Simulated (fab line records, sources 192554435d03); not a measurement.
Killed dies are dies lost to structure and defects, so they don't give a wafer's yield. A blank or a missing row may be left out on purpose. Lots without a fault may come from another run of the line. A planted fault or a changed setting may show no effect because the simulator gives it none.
Which tool did it? | flow n5_finfet | 24 lots, 72 wafers sampled, at 6 steps of a route of 1938

WHAT THE GAUGES READ, wafer by wafer
N5_BEOL_M11_INSPECT_30: inspects for defects (brightfield).
lot  | measured     | on                | raw_defect_count
L075 | day 12 06:51 | defect_inspect-01 | 270 347 345
L074 | day 13 10:25 | defect_inspect-01 | 447 465 380
L076 | day 13 14:07 | defect_inspect-01 | 392 400 379
L077 | day 14 00:15 | defect_inspect-01 | 287 400 349
L078 | day 14 03:04 | defect_inspect-02 | 449 569 398
L083 | day 14 12:52 | defect_inspect-02 | 348 624 404
L079 | day 15 01:13 | defect_inspect-01 | 289 430 460
L081 | day 15 05:28 | defect_inspect-01 | 384 399 388
L084 | day 15 13:37 | defect_inspect-01 | 471 716 489
L085 | day 15 18:29 | defect_inspect-01 | 410 292 343
L082 | day 15 18:40 | defect_inspect-01 | 347 445 349
L080 | day 16 05:48 | defect_inspect-01 | 303 569 402
L087 | day 16 13:26 | defect_inspect-01 | 310 363 506
L090 | day 16 23:05 | defect_inspect-02 | 406 443 429
L088 | day 16 23:16 | defect_inspect-02 | 407 287 198
L086 | day 16 23:26 | defect_inspect-01 | 345 466 455
L089 | day 17 01:36 | defect_inspect-02 | 343 451 355
L093 | day 17 03:03 | defect_inspect-01 | 540 482 420
L092 | day 17 03:19 | defect_inspect-01 | 426 523 328
L091 | day 17 21:14 | defect_inspect-02 | 350 364 369
L094 | day 18 02:14 | defect_inspect-02 | 344 320 344
L095 | day 18 17:15 | defect_inspect-02 | 370 338 335
L097 | day 18 17:25 | defect_inspect-02 | 330 231 326
L096 | day 19 02:29 | defect_inspect-01 | 321 444 415

N5_BEOL_M12_THK_MEAS_01.
lot  | measured     | on            | M12_ILD_THK (nm)
L075 | day 12 10:26 | film_metro-01 | 639 654 639
L074 | day 13 15:35 | film_metro-01 | 652 642 665
L076 | day 13 19:08 | film_metro-02 | 656 655 664
L077 | day 14 03:52 | film_metro-02 | 657 656 658
L078 | day 14 06:42 | film_metro-02 | 658 652 661
L083 | day 14 15:52 | film_metro-01 | 657 662 661
L079 | day 15 04:18 | film_metro-02 | 650 651 645
L081 | day 15 09:25 | film_metro-02 | 671 665 668
L084 | day 15 17:11 | film_metro-01 | 660 662 665
L085 | day 15 23:38 | film_metro-01 | 659 648 656
L082 | day 15 23:18 | film_metro-01 | 653 665 664
L080 | day 16 09:47 | film_metro-02 | 662 667 666
L087 | day 16 16:45 | film_metro-01 | 658 671 658
L090 | day 17 02:31 | film_metro-02 | 660 681 668
L088 | day 17 03:43 | film_metro-01 | 667 654 664
L086 | day 17 04:16 | film_metro-01 | 655 672 668
L089 | day 17 05:19 | film_metro-01 | 654 669 664
L093 | day 17 07:59 | film_metro-02 | 653 653 662
L092 | day 17 09:29 | film_metro-01 | 666 665 661
L091 | day 18 01:10 | film_metro-02 | 662 658 670
L094 | day 18 05:40 | film_metro-02 | 651 659 663
L095 | day 18 20:47 | film_metro-01 | 655 675 658
L097 | day 18 21:18 | film_metro-01 | 649 661 670
L096 | day 19 06:55 | film_metro-02 | 649 656 660

N5_BEOL_M12_CD_MEAS_10: target cd 140 nm.
lot  | measured     | on        | cd_nm (nm)
L075 | day 12 10:52 | cd_sem-02 | 141.1 140.8 141.8
L074 | day 13 15:53 | cd_sem-01 | 139.6 139.7 139.4
L076 | day 13 19:26 | cd_sem-02 | 138.5 138.1 138.8
L077 | day 14 04:10 | cd_sem-01 | 137.5 136.7 138.4
L078 | day 14 07:07 | cd_sem-02 | 140.1 137.1 140.3
L083 | day 14 16:10 | cd_sem-01 | 137.0 139.0 139.4
L079 | day 15 04:44 | cd_sem-01 | 141.1 142.1 141.4
L081 | day 15 09:51 | cd_sem-01 | 141.3 141.6 140.7
L084 | day 15 17:29 | cd_sem-03 | 139.1 142.7 138.7
L085 | day 15 23:57 | cd_sem-02 | 139.6 140.3 140.3
L082 | day 15 23:36 | cd_sem-03 | 136.6 137.1 136.6
L080 | day 16 10:05 | cd_sem-02 | 140.5 139.3 139.7
L087 | day 16 17:11 | cd_sem-01 | 137.3 138.7 138.5
L090 | day 17 02:56 | cd_sem-02 | 141.7 142.1 143.4
L088 | day 17 04:02 | cd_sem-03 | 139.7 139.5 139.3
L086 | day 17 04:42 | cd_sem-02 | 137.4 138.9 136.0
L089 | day 17 05:44 | cd_sem-01 | 141.3 141.4 140.8
L093 | day 17 08:17 | cd_sem-01 | 138.1 139.8 139.1
L092 | day 17 09:56 | cd_sem-01 | 138.7 139.7 139.5
L091 | day 18 01:28 | cd_sem-01 | 139.4 140.0 140.2
L094 | day 18 06:06 | cd_sem-02 | 141.4 140.1 139.3
L095 | day 18 21:13 | cd_sem-03 | 139.7 139.7 138.5
L097 | day 18 21:36 | cd_sem-01 | 141.1 139.7 140.1
L096 | day 19 07:13 | cd_sem-01 | 141.0 140.6 139.7

N5_BEOL_M12_CD_MEAS_28: target cd 160.2 nm.
lot  | measured     | on        | cd_nm (nm)
L075 | day 12 11:53 | cd_sem-02 | 159.2 159.7 160.1
L074 | day 13 16:55 | cd_sem-03 | 160.5 161.8 161.2
L076 | day 13 20:20 | cd_sem-01 | 160.3 161.5 160.0
L077 | day 14 05:23 | cd_sem-02 | 159.4 160.1 158.3
L078 | day 14 08:10 | cd_sem-01 | 159.0 160.9 159.2
L083 | day 14 17:05 | cd_sem-01 | 159.2 160.4 159.1
L079 | day 15 05:46 | cd_sem-02 | 159.6 157.9 159.8
L081 | day 15 10:46 | cd_sem-02 | 162.0 162.0 161.9
L084 | day 15 18:49 | cd_sem-03 | 158.9 159.1 159.1
L085 | day 16 00:51 | cd_sem-02 | 161.7 162.3 162.4
L082 | day 16 00:31 | cd_sem-01 | 161.1 164.0 163.2
L080 | day 16 10:59 | cd_sem-01 | 160.2 159.9 159.1
L087 | day 16 18:15 | cd_sem-02 | 158.7 159.1 158.5
L090 | day 17 03:59 | cd_sem-02 | 159.9 159.3 159.3
L088 | day 17 05:17 | cd_sem-01 | 161.2 160.8 162.2
L086 | day 17 05:44 | cd_sem-02 | 161.4 160.9 161.0
L089 | day 17 06:39 | cd_sem-02 | 161.1 161.2 161.6
L093 | day 17 09:19 | cd_sem-01 | 159.0 159.2 160.1
L092 | day 17 10:50 | cd_sem-02 | 159.9 159.3 159.9
L091 | day 18 02:31 | cd_sem-01 | 158.2 158.0 158.5
L094 | day 18 07:01 | cd_sem-01 | 157.8 159.7 159.1
L095 | day 18 22:18 | cd_sem-01 | 160.2 160.8 161.0
L097 | day 18 23:31 | cd_sem-02 | 161.9 159.6 159.8
L096 | day 19 08:17 | cd_sem-02 | 159.5 159.6 160.9

WHICH TOOL RAN EACH LOT (tool, then ch and the chambers of the sampled wafers, then the start)
lot  | N5_BEOL_M11_ETCH_66                | N5_BEOL_M11_TRENCH_ETCH_37
L075 | rie_diel-05 ch 0,2,3, day 12 07:17 | rie_diel-05 ch 0,2,3, day 12 10:26 or earlier
L074 | rie_diel-02 ch 2,3, day 13 10:32   | rie_diel-02 ch 2,3, day 13 15:35 or earlier
L076 | rie_diel-06 ch 0,2,3, day 13 14:14 | rie_diel-06 ch 0,2,3, day 13 19:08 or earlier
L077 | rie_diel-05 ch 2,3, day 14 00:22   | rie_diel-05 ch 2,3, day 14 03:52 or earlier
L078 | rie_diel-02 ch 1,2,3, day 14 03:11 | rie_diel-02 ch 1,2,3, day 14 06:42 or earlier
L083 | rie_diel-05 ch 1,2,3, day 14 12:59 | rie_diel-05 ch 1,2,3, day 14 15:52 or earlier
L079 | rie_diel-02 ch 0,1,3, day 15 01:20 | rie_diel-02 ch 0,1,3, day 15 04:18 or earlier
L081 | rie_diel-05 ch 2,3, day 15 05:35   | rie_diel-05 ch 2,3, day 15 09:25 or earlier
L084 | rie_diel-05 ch 0,2,3, day 15 13:44 | rie_diel-05 ch 0,2,3, day 15 17:11 or earlier
L085 | rie_diel-05 ch 0,3, day 15 18:44   | rie_diel-05 ch 0,3, day 15 23:38 or earlier
L082 | rie_diel-02 ch 0,1,3, day 15 18:57 | rie_diel-02 ch 0,1,3, day 15 23:18 or earlier
L080 | rie_diel-05 ch 1,3, day 16 06:02   | rie_diel-05 ch 1,3, day 16 09:47 or earlier
L087 | rie_diel-02 ch 0,3, day 16 13:34   | rie_diel-02 ch 0,3, day 16 16:45 or earlier
L090 | rie_diel-02 ch 0,2, day 16 23:13   | rie_diel-02 ch 0,2, day 17 02:31 or earlier
L088 | rie_diel-05 ch 0,1,3, day 16 23:32 | rie_diel-05 ch 0,1,3, day 17 03:43 or earlier
L086 | rie_diel-02 ch 0,3, day 16 23:49   | rie_diel-02 ch 0,3, day 17 04:16 or earlier
L089 | rie_diel-06 ch 0,1,2, day 17 01:44 | rie_diel-06 ch 0,1,2, day 17 05:19 or earlier
L093 | rie_diel-05 ch 0,1,3, day 17 03:10 | rie_diel-05 ch 0,1,3, day 17 07:59 or earlier
L092 | rie_diel-02 ch 0,3, day 17 03:36   | rie_diel-02 ch 0,3, day 17 09:29 or earlier
L091 | rie_diel-06 ch 1,2,3, day 17 21:22 | rie_diel-06 ch 1,2,3, day 18 01:10 or earlier
L094 | rie_diel-05 ch 1,2, day 18 02:36   | rie_diel-05 ch 1,2, day 18 05:40 or earlier
L095 | rie_diel-02 ch 0,3, day 18 17:22   | rie_diel-02 ch 0,3, day 18 20:47 or earlier
L097 | rie_diel-02 ch 0,1,2, day 18 17:50 | rie_diel-02 ch 0,1,2, day 18 21:18 or earlier
L096 | rie_diel-05 ch 0,1,3, day 19 02:55 | rie_diel-05 ch 0,1,3, day 19 06:55 or earlier
- N5_BEOL_M11_ETCH_66: etches SOC in N2/H2, target depth 120 nm, overetch 24 nm, time 180 s.
- N5_BEOL_M11_TRENCH_ETCH_37: etches SiCOH lowk in C4F6/O2, target depth 148.83 nm, time 48 s.

WHAT THE TOOLS THEMSELVES READ (means of the sampled wafers that have a number; where no wafer has one, the mark that the record gives instead)
N5_BEOL_M11_ETCH_66.
lot  | tool        | drypump_motor_current_A (A) | oes_product_au (a.u.) | rf_vpp_V (V) | showerhead_plenum_p_Torr (Torr) | throttle_valve_pct (%)
L075 | rie_diel-05 | 5.6                         | 0.70                  | 522.9        | 2.51                            | 18.08
L074 | rie_diel-02 | 5.8                         | 0.61                  | 523.6        | 2.54                            | 17.67
L076 | rie_diel-06 | 5.9                         | 0.56                  | 521.2        | 2.43                            | 18.14
L077 | rie_diel-05 | 5.4                         | 0.63                  | 522.5        | 2.49                            | 18.33
L078 | rie_diel-02 | 5.7                         | 0.64                  | 523.4        | 2.52                            | 17.72
L083 | rie_diel-05 | 5.4                         | 0.63                  | 522.7        | 2.52                            | 18.06
L079 | rie_diel-02 | 5.4                         | 0.63                  | 522.6        | 2.52                            | 17.72
L081 | rie_diel-05 | 5.4                         | 0.63                  | 521.8        | 2.48                            | 18.33
L084 | rie_diel-05 | 5.6                         | 0.68                  | 523.3        | 2.50                            | 18.11
L085 | rie_diel-05 | 5.8                         | 0.71                  | 523.4        | 2.52                            | 17.89
L082 | rie_diel-02 | 5.4                         | 0.63                  | 523.1        | 2.51                            | 17.73
L080 | rie_diel-05 | 5.5                         | 0.62                  | 523.6        | 2.54                            | 17.83
L087 | rie_diel-02 | 5.1                         | 0.59                  | 523.7        | 2.52                            | 17.68
L090 | rie_diel-02 | 5.4                         | 0.58                  | 526.2        | 2.62                            | 17.67
L088 | rie_diel-05 | 5.6                         | 0.66                  | 522.6        | 2.53                            | 17.87
L086 | rie_diel-02 | 5.1                         | 0.60                  | 520.7        | 2.43                            | 17.75
L089 | rie_diel-06 | 5.8                         | 0.65                  | 523.9        | 2.53                            | 17.89
L093 | rie_diel-05 | 5.7                         | 0.66                  | 523.1        | 2.53                            | 17.88
L092 | rie_diel-02 | 5.1                         | 0.59                  | 523.5        | 2.52                            | 17.71
L091 | rie_diel-06 | 5.8                         | 0.71                  | 523.6        | 2.55                            | 17.81
L094 | rie_diel-05 | 5.2                         | 0.57                  | 522.8        | 2.45                            | 18.31
L095 | rie_diel-02 | 5.1                         | 0.58                  | 522.9        | 2.51                            | 17.72
L097 | rie_diel-02 | 5.7                         | 0.61                  | 525.4        | 2.61                            | 17.73
L096 | rie_diel-05 | 5.6                         | 0.65                  | 523.0        | 2.52                            | 17.90

N5_BEOL_M11_TRENCH_ETCH_37.
lot  | tool        | drypump_motor_current_A (A) | mfc_ar_sccm (sccm) | oes_product_au (a.u.) | rf_vpp_V (V) | showerhead_plenum_p_Torr (Torr) | throttle_valve_pct (%)
L075 | rie_diel-05 | 5.6                         | 300.3              | 0.87                  | 668          | 2.81                            | 21.15
L074 | rie_diel-02 | 5.8                         | 299.7              | 0.75                  | 671          | 2.84                            | 20.73
L076 | rie_diel-06 | 5.9                         | 300.5              | 0.68                  | 664          | 2.74                            | 21.18
L077 | rie_diel-05 | 5.4                         | 300.1              | 0.79                  | 661          | 2.78                            | 21.32
L078 | rie_diel-02 | 5.7                         | 299.3              | 0.79                  | 666          | 2.83                            | 20.81
L083 | rie_diel-05 | 5.4                         | 299.3              | 0.78                  | 660          | 2.82                            | 21.11
L079 | rie_diel-02 | 5.3                         | 300.3              | 0.78                  | 666          | 2.82                            | 20.86
L081 | rie_diel-05 | 5.4                         | 300.2              | 0.78                  | 661          | 2.77                            | 21.34
L084 | rie_diel-05 | 5.6                         | 300.0              | 0.83                  | 668          | 2.80                            | 21.19
L085 | rie_diel-05 | 5.8                         | 299.3              | 0.89                  | 673          | 2.83                            | 21.05
L082 | rie_diel-02 | 5.3                         | 300.1              | 0.78                  | 665          | 2.82                            | 20.87
L080 | rie_diel-05 | 5.4                         | 300.1              | 0.76                  | 660          | 2.84                            | 20.90
L087 | rie_diel-02 | 5.1                         | 299.6              | 0.72                  | 669          | 2.83                            | 20.84
L090 | rie_diel-02 | 5.4                         | 300.8              | 0.71                  | 676          | 2.93                            | 20.75
L088 | rie_diel-05 | 5.6                         | 300.2              | 0.81                  | 667          | 2.83                            | 20.99
L086 | rie_diel-02 | 5.1                         | 299.4              | 0.74                  | 663          | 2.72                            | 20.89
L089 | rie_diel-06 | 5.8                         | 300.5              | 0.80                  | 665          | 2.83                            | 20.94
L093 | rie_diel-05 | 5.6                         | 299.2              | 0.81                  | 667          | 2.83                            | 20.99
L092 | rie_diel-02 | 5.1                         | 300.6              | 0.72                  | 669          | 2.83                            | 20.85
L091 | rie_diel-06 | 5.8                         | 299.4              | 0.88                  | 664          | 2.86                            | 20.92
L094 | rie_diel-05 | 5.3                         | 301.1              | 0.70                  | 657          | 2.74                            | 21.28
L095 | rie_diel-02 | 5.1                         | 300.4              | 0.71                  | 669          | 2.82                            | 20.87
L097 | rie_diel-02 | 5.7                         | 300.6              | 0.75                  | 673          | 2.92                            | 20.80
L096 | rie_diel-05 | 5.7                         | 299.2              | 0.80                  | 667          | 2.83                            | 21.01

THE ANSWER, worked out from the rows above alone
Rule: what is usual is taken from the lots themselves. Put in order of their means at a reading, lots are off if they are a third of the lots or fewer, leave a main group of 4 or more, and stand apart from it by a gap of 3 or more times the standard deviation of the main group's means; of several such gaps the widest counts. A main group whose means are all the same, to the digits that the tables above print for the reading, isn't used. A lot without any number at a reading at which 4 lots or more have one is off too. The other lots that the step has rows for count as sound. The gauges are gone through in route order, then the tools' own readings, and for those a lot's mean is taken as printed above. The first step at which some lot is off is used, and at that step the reading that is off furthest; a lot without a number counts as furthest.
No lot is off at any reading shown: from this, nothing can be told.

WHAT THE SIMULATOR HAD PUT IN
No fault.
